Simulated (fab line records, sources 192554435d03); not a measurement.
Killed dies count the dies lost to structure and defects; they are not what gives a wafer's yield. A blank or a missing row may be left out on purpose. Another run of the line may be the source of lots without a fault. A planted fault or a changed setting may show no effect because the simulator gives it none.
Matching of chambers ; flow n5Finfet ; N5_PASSIVATION_PECVD_00 on pecvd-04 has 3 sister chambers
The step deposits SiO2 from SiH4/N2O, target thk 200 nm, time 11.2 s. 6 wafers are shown with their chamber, then 9 later ones without.

## WAFERS WITH THEIR CHAMBER
wafer;chamber;throttleValvePct (%);showerheadPlenumPTorr (Torr)
L082.5;2;49.9;8.27
L093.2;1;52.8;8.10
L093.5;2;50.2;8.28
L091.1;0;54.9;8.37
L091.2;1;52.9;8.11
L091.4;0;55.0;8.37

## WAFERS WITH NO CHAMBER GIVEN
wafer;throttleValvePct (%);showerheadPlenumPTorr (Torr)
L090.4;55.1;8.37
L090.5;50.5;8.28
L090.6;52.9;8.12
L092.4;52.7;8.13
L092.5;55.2;8.36
L092.6;50.3;8.30
L097.1;55.6;8.36
L097.3;55.2;8.32
L097.5;50.6;8.29

## WHICH CHAMBER EACH WENT THROUGH
wafer;from the rows above;in truth
L090.4;0;0
L090.5;2;2
L090.6;1;1
L092.4;1;1
L092.5;0;0
L092.6;2;2
L097.1;0;0
L097.3;0;0
L097.5;2;2
9 of 9 placed correctly. Number that these rows cannot place: 0. Wrongly placed: 0.
How it was worked out, from the rows above alone: a wafer's distance from a chamber is the root of the sum, over the readings, of the square of ((its reading less the chamber's mean) divided by the reading's scatter). The wafer belongs to the nearest chamber; if the next one is less than 2 further off, it can't be placed. The mean given for a chamber averages the wafers shown for that chamber. The scatter: the root of (the sum of the squares of (reading less its chamber's mean) over the shown wafers, divided by (wafers less chambers)).
